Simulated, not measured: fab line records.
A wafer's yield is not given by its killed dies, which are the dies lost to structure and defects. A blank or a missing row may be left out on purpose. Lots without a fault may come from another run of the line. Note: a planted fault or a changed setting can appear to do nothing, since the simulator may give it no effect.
Matching of chambers | flow n5 finfet | N5_BEOL_M12_DESCUM_33 on rie diel-01 has 4 sister chambers
The step chemistry O2, time 7.9 s. 20 wafers are shown with their chamber, then 10 later ones without.

== WAFERS WITH THEIR CHAMBER ==
wafer  | chamber | showerhead plenum p Torr (Torr) | drypump motor current A (A) | throttle valve pct (%)
L075.3 | 0       | 2.16                            | 6.3                         | 20.32
L075.5 | 1       | 2.18                            | 5.8                         | 20.20
L075.6 | 2       | 2.06                            | 5.1                         | 20.62
L078.1 | 1       | 2.18                            | 5.8                         | 20.19
L078.3 | 0       | 2.16                            | 6.2                         | 20.34
L078.6 | 1       | 2.18                            | 5.8                         | 20.20
L076.1 | 2       | 2.06                            | 5.1                         | 20.62
L076.4 | 0       | 2.16                            | 6.2                         | 20.35
L076.5 | 0       | 2.16                            | 6.2                         | 20.35
L077.1 | 2       | 2.06                            | 5.1                         | 20.62
L077.4 | 3       | 2.01                            | 5.0                         | 20.71
L077.5 | 3       | 2.01                            | 5.1                         | 20.74
L082.2 | 0       | 2.16                            | 6.2                         | 20.38
L082.4 | 3       | 2.01                            | 5.1                         | 20.73
L082.5 | 0       | 2.16                            | 6.3                         | 20.35
L080.1 | 0       | 2.16                            | 6.2                         | 20.36
L080.3 | 1       | 2.18                            | 5.8                         | 20.21
L080.6 | 3       | 2.01                            | 5.0                         | 20.74
L093.3 | 0       | 2.15                            | 6.2                         | 20.42
L093.4 | 2       | 2.05                            | 5.1                         | 20.20

SIGNATURES (averages over the wafers above)
reading                  | chamber 0 | chamber 1 | chamber 2 | chamber 3 | scatter within a chamber
showerhead plenum p Torr | 2.1587    | 2.1800    | 2.0575    | 2.0100    | 0.00319
drypump motor current A  | 6.225     | 5.800     | 5.100     | 5.050     | 0.0395
throttle valve pct       | 20.3588   | 20.2000   | 20.5150   | 20.7300   | 0.0933
Rule: for a wafer and a chamber, the distance is found by dividing, reading by reading, the gap between the wafer's reading and the chamber's mean by the reading's scatter, squaring, summing and taking the root. The wafer belongs to the nearest chamber; if the next one is less than 2 further off, it can't be placed. The scatter: take each reading less its chamber's mean, square it, sum over the shown wafers, divide by the number of wafers less the number of chambers, and take the root.

== WAFERS WITHOUT THEIR CHAMBER ==
wafer  | showerhead plenum p Torr (Torr) | drypump motor current A (A) | throttle valve pct (%)
L093.6 | 2.05                            | 5.1                         | 20.23
L090.1 | 2.00                            | 5.0                         | 20.78
L090.3 | 2.05                            | 5.1                         | 20.22
L090.5 | 2.00                            | 5.1                         | 20.77
L096.2 | 2.00                            | 5.1                         | 20.79
L096.3 | 2.05                            | 5.1                         | 20.23
L096.4 | 2.16                            | 5.8                         | 20.25
L097.1 | 2.14                            | 6.2                         | 20.42
L097.4 | 2.16                            | 5.8                         | 20.27
L097.6 | 2.14                            | 6.2                         | 20.41

== CHAMBER TAKEN BY EACH ==
wafer  | from the rows above | in truth
L093.6 | 2                   | 2
L090.1 | 3                   | 3
L090.3 | 2                   | 2
L090.5 | 3                   | 3
L096.2 | 3                   | 3
L096.3 | 2                   | 2
L096.4 | 1                   | 1
L097.1 | 0                   | 0
L097.4 | 1                   | 1
L097.6 | 0                   | 0
Placed correctly: 10 of 10. Not placeable from these rows: 0. Number placed wrongly: 0.
